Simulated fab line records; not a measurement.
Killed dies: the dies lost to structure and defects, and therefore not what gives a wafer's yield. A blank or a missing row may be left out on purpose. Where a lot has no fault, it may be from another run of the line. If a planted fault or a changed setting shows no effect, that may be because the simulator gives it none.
Matching of chambers ; flow n5 finfet ; N5_STI_FIN_REVEAL_STRIP_24 on rie diel-03: 4 sister chambers
The step strips in N2/H2, time 90 s. 4 wafers are shown with their chamber, then 9 later ones without.

WAFERS PAIRED WITH THEIR CHAMBERS
wafer;chamber;showerhead plenum p Torr (Torr)
L076.2;2;3.31
L086.1;0;3.20
L086.3;3;3.57
L086.4;1;3.31

WAFERS MISSING THEIR CHAMBER
wafer;showerhead plenum p Torr (Torr)
L089.1;3.20
L089.3;3.56
L089.5;3.20
L095.2;3.30
L095.3;3.20
L095.5;3.30
L096.1;3.56
L096.2;3.30
L096.5;3.20

EACH ONE'S CHAMBER
wafer;from the rows above;in truth
L089.1;0;0
L089.3;3;3
L089.5;0;0
L095.2;can't be placed: 1 or 2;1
L095.3;0;0
L095.5;can't be placed: 1 or 2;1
L096.1;3;3
L096.2;can't be placed: 1 or 2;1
L096.5;0;0
Correct placement for 6 of the 9. Unplaceable from these rows: 3, with the true chamber sitting among the candidates in 3. Number placed wrongly: 0.
How it was worked out, from the rows above alone: a wafer's distance from a chamber is the root of the sum, over the readings, of the square of ((its reading less the chamber's mean) divided by the reading's scatter). The wafer belongs to the nearest chamber; if the next one is less than 2 further off, it can't be placed. The mean given for a chamber averages the wafers shown for that chamber. The scatter: root of mean squared gap, hidden wafer to nearest shown wafer, with one shown wafer a chamber.
